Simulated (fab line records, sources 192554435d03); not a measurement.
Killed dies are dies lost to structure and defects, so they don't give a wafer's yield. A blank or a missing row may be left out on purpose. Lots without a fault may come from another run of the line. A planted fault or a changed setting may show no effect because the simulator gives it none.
Problem report in the 8D (eight disciplines) form, filled by code | flow n5_finfet | the parts of the form that need people (team, actions taken, sign-off) are left out

1. THE PROBLEM
plate_temp_C at N5_FIN_CUT_COAT_18 reads a mean of 207.27 C on 6 wafers of 2 lots; wafers without a fault read 249.95 C with a standard deviation of 0.18. That is -99 or more standard deviations from the usual mean.
The step: time 60 s, resist thk 230 nm.
First seen on wafer L712.2, day 6 02:28, on litho_track-05. The record holds 12 wafers of 4 lots with a number at this step. Rule for "out", or "out of limits": more than 4 standard deviations from the usual mean. The other wafers with a number count as sound.

2. WHAT IT IS AND WHAT IT IS NOT
question                    | is                                 | is not
which readings at this step | plate_temp_C, heater_power_total_W | -
which lots                  | L712, L715                         | L708, L716
which wafers of those lots  | all that have a number             | -
read on which tools         | litho_track-05                     | litho_track-01
when                        | from day 6 02:28                   | up to then (3 sound wafers); but 3 sound wafers of L716 came after

3. SUSPECTS, AND WHAT RULES EACH OUT
Counting: a tool at a process step up to the reading stays a suspect if it ran every lot that is out and no sound lot after the first of them.
- litho_track-05 at N5_FIN_CUT_COAT_18 (time 60 s, resist thk 230 nm): kept. It ran every lot that is out, first L712 (day 6 02:28), and no sound lot after that; its last sound lot up to then is L708 (day 5 06:35). Its own readings are out on those wafers: heater_power_total_W, plate_temp_C.
Left after counting: litho_track-05 at N5_FIN_CUT_COAT_18.

4. THE CAUSE (what the simulator had put in)
Process parameter drift: litho_track-05, from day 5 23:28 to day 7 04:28, at N5_FIN_CUT_COAT_18. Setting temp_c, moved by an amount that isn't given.
Counting left only this tool.

5. THE CHAIN OF EFFECTS, in route order
Each row: a reading whose mean over the struck wafers that have a number lies more than 3 standard deviations from the usual. Only readings for which the record gives a usual standard deviation are gone through. hours: the time from each lot's start at the first step in this table that gives one to its start at this step, as a median over the lots. sigmas: the change in usual standard deviations.
hours | step               | reading              | usual    | on struck wafers | change | sigmas
0     | N5_FIN_CUT_COAT_18 | heater_power_total_W | 500.5 W  | 397.5            | -103.0 | -61
0     | N5_FIN_CUT_COAT_18 | plate_temp_C         | 249.95 C | 207.27           | -42.68 | -99 or more
The process steps in it:
- N5_FIN_CUT_COAT_18: time 60 s, resist thk 230 nm.
Later measuring or inspecting steps at which every struck wafer that the step has a row for has a number for every such reading, and none has moved that far: N5_BEOL_M4_RC_MEAS_101.

6. WHAT WOULD HAVE CAUGHT IT SOONER
In this record the first reading out of limits was taken at day 6 02:28, 3 hours after the fault began at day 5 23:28.
